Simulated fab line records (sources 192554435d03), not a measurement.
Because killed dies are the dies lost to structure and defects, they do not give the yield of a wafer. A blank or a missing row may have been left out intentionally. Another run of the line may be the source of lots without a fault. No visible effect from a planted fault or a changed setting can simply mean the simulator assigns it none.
Matching of chambers ; flow n5Finfet ; N5_BEOL_M3_DEP_57 on pecvd-03 has 3 sister chambers
The step deposits SiCN from 3MS/NH3, target thk 8 nm, time 14 s. 16 wafers are shown with their chamber, then 8 later ones without.

WAFERS WITH THEIR CHAMBER
wafer;chamber;showerheadPlenumPTorr (Torr);throttleValvePct (%)
L074.3;0;3.688;9.0
L074.4;0;3.682;9.0
L074.5;1;3.668;8.9
L078.1;1;3.682;8.9
L078.3;0;3.682;8.8
L078.4;1;3.679;8.9
L083.1;0;3.678;9.3
L083.5;0;3.688;9.2
L083.6;2;3.648;8.3
L086.2;0;3.684;8.9
L086.3;1;3.674;9.2
L086.6;2;3.657;8.5
L092.2;2;3.648;8.5
L092.3;0;3.675;9.1
L092.4;2;3.654;8.3
L087.3;1;3.677;9.0

SIGNATURES, as means of the wafers listed above
reading;chamber 0;chamber 1;chamber 2;scatter within a chamber
showerheadPlenumPTorr;3.68243;3.67600;3.65175;0.00492
throttleValvePct;9.043;8.980;8.400;0.148
Rule: a wafer's distance from a chamber is the root of the sum, over the readings, of the square of ((its reading less the chamber's mean) divided by the reading's scatter). The wafer belongs to the nearest chamber; if the next one is less than 2 further off, it can't be placed. The scatter: the root of (the sum of the squares of (reading less its chamber's mean) over the shown wafers, divided by (wafers less chambers)).

WAFERS WITH NO CHAMBER GIVEN
wafer;showerheadPlenumPTorr (Torr);throttleValvePct (%)
L087.4;3.656;8.3
L087.6;3.678;9.0
L089.2;3.674;8.8
L089.4;3.652;8.5
L089.5;3.673;9.0
L091.1;3.653;8.5
L091.3;3.666;8.9
L091.4;3.683;9.1

THE CHAMBER EACH PASSED THROUGH
wafer;from the rows above;in truth
L087.4;2;2
L087.6;can't be placed: 1 or 0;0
L089.2;can't be placed: 1 or 0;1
L089.4;2;2
L089.5;can't be placed: 1 or 0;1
L091.1;2;2
L091.3;can't be placed: 1 or 0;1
L091.4;can't be placed: 0 or 1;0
Correct placement for 3 of the 8. Cannot be placed on the basis of these rows: 5; the candidates contain the true chamber in 5. Placed wrongly: 0.
